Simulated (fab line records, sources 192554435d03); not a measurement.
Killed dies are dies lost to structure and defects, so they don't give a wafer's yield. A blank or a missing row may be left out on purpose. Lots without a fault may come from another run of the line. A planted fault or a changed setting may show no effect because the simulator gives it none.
A struck lot beside a sound one | flow n5_finfet | 20 steps out of a route of 1938
Sound: wafers L222.2, L222.5, L222.6. Struck: wafers L214.1, L214.2, L214.5. The cause comes at the end.
At each step with rows: each side's tool, then ch and its chambers, then its first start. Under that, the readings that differ: sound wafers | struck wafers | difference of the means | sigmas: that difference in standard deviations of wafers without a fault.
alike: readings whose means differ by less than 2 such deviations, and words and numbers that are the same on both sides. not compared: withheld readings, readings that some wafer has no value for, bounds like >300 that may hide the same value, and numbers for which the record gives no deviation and whose values overlap.
The two part at a step that has a row with sigmas, a row that says differs or no value, or rows on one side only. Numbers that don't overlap but have no deviation are shown without sigmas and don't part them. A reading that every wafer of one side lacks parts them only if that side has two wafers or more.

first, 8 steps without rows for these wafers: N5_BEOL_M11_SPUTTER_48 (material Cu, target thk 12 nm, time 2 s); N5_BEOL_M11_ECD_50 (material Cu, target thk 318 nm); N5_BEOL_M11_ANNEAL_51 (time 90 s); N5_BEOL_M11_CMP_52 (polishes, stops on SiCOH lowk, t overpolish 7 s, target thk 140 nm); N5_BEOL_M11_PRE_CLEAN_55 (time 15 s); N5_BEOL_M11_DEP_56 (deposits SiCN from 3MS/NH3, target thk 30 nm, time 10.5 s); N5_BEOL_M12_ILD_DEP_00 (deposits SiOC from DEMS/O2, target thk 658.92 nm, time 130.7 s); N5_BEOL_M12_COAT_58 (time 60 s, resist thk 89 nm).
N5_BEOL_M12_COAT_04: resist thk 400 nm.
  sound on litho_track-04 ch 0, day 15 00:31; struck on litho_track-05 ch 0, day 13 02:06
  reading                                    | sound                | struck               | difference | sigmas
  spin_speed_rpm (rpm)                       | 1624.8 1622.6 1623.9 | 1455.9 1456.8 1455.6 | -167.7     | -99 or more
  model.coat_of_BEOL_M12_COAT_04.thk_nm (nm) | 400.8 400.8 400.2    | 423.8 422.6 423.8    | +22.8      |
  alike: chill_plate_temp_C
then, 8 steps without rows for these wafers: N5_BEOL_M12_EBR_06; N5_BEOL_M12_SOFTBAKE_05 (time 60 s); N5_BEOL_M12_EXPOSE_07 (exposes mask V11); N5_BEOL_M12_PEB_08 (peb time 90 s); N5_BEOL_M12_DEVELOP_09 (develop time 45 s); N5_BEOL_M12_HARDBAKE_14 (time 120 s); N5_BEOL_M12_DESCUM_15 (chemistry O2, time 7.9 s); N5_BEOL_M12_ETCH_59 (etches BARC in N2/H2, target depth 89 nm, overetch 26.7 nm, time 67.9 s).
N5_BEOL_M12_VIA_ETCH_16: etches SiOC in C4F8/O2/Ar, target depth 724.8 nm.
  sound on rie_diel-05 ch 1,2, day 15 01:05; struck on rie_diel-05 ch 2,3, day 13 02:40
  reading                                    | sound           | struck            | difference | sigmas
  model.coat_of_BEOL_M12_COAT_04.thk_nm (nm) | 124.4 123.6 123 | 149.6 147.8 147.4 | +24.6      |
  alike: C4F8_flow_sccm, drypump_motor_current_A, oes_product_au, rf_vpp_V, showerhead_plenum_p_Torr, throttle_valve_pct
N5_BEOL_M12_STRIP_63: strips in N2/H2.
  sound on plasma_asher-02 ch 0,1, day 15 01:29; struck on plasma_asher-01 ch 0,1, day 13 02:52
  reading                      | sound             | struck            | difference | sigmas
  oes_product_au (a.u.)        | 0.696 0.690 0.695 | 0.702 0.704 0.706 | +0.010     | +2
  strip_time_to_endpoint_s (s) | 42.8 42.7 42.5    | 49.6 49.1 49.0    | +6.6       | +8
  alike: drypump_motor_current_A, heater_power_w
  not compared: rf_hours_counter_h
then, 1 step without rows for these wafers: N5_BEOL_M12_STRIP_64 (strips in N2/H2).

WHERE THEY PART
First at N5_BEOL_M12_COAT_04; last, within this record, at N5_BEOL_M12_STRIP_63.

WHY: what the simulator had put in
Process parameter drift: litho_track-05, from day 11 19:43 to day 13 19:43, at N5_BEOL_M12_COAT_04. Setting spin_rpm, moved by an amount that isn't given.
